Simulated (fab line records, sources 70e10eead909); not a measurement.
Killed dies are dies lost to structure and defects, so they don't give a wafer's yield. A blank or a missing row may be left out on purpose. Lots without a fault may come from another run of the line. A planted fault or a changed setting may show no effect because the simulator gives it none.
Chamber matching | flow nand_harc | NHARC_P_GATE_ALD_36 on ald_sin-01: 4 sister chambers
The step deposits SiNx, target thk 20 nm, pulse time 60 s, ald cycles 223. 4 wafers are shown with their chamber, then 8 later ones without.

WAFERS WITH THEIR CHAMBER
wafer  | chamber | heater_power_w (W)
L081.1 | 0       | 905
L085.6 | 2       | 783
L085.5 | 3       | 716
L088.1 | 1       | 965

WAFERS WITHOUT THEIR CHAMBER
wafer  | heater_power_w (W)
L088.2 | 751
L088.4 | 707
L091.1 | 723
L091.5 | 757
L091.6 | 743
L094.3 | 985
L094.1 | 741
L094.4 | 732

WHICH CHAMBER EACH WENT THROUGH
wafer  | from the rows above     | in truth
L088.2 | can't be placed: 2 or 3 | 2
L088.4 | 3                       | 3
L091.1 | 3                       | 3
L091.5 | can't be placed: 2 or 3 | 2
L091.6 | can't be placed: 3 or 2 | 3
L094.3 | 1                       | 1
L094.1 | can't be placed: 3 or 2 | 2
L094.4 | can't be placed: 3 or 2 | 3
Placed correctly: 3 of 8. Can't be placed from these rows: 5 (the true chamber is among the candidates in 5). Placed wrongly: 0.
How it was worked out, from the rows above alone: a wafer's distance from a chamber is the root of the sum, over the readings, of the square of ((its reading less the chamber's mean) divided by the reading's scatter). The wafer belongs to the nearest chamber; if the next one is less than 2 further off, it can't be placed. A chamber's mean is the mean of its shown wafers. The scatter: with one shown wafer a chamber, the root of the mean of the squares of how far each hidden wafer lies from its nearest shown one.
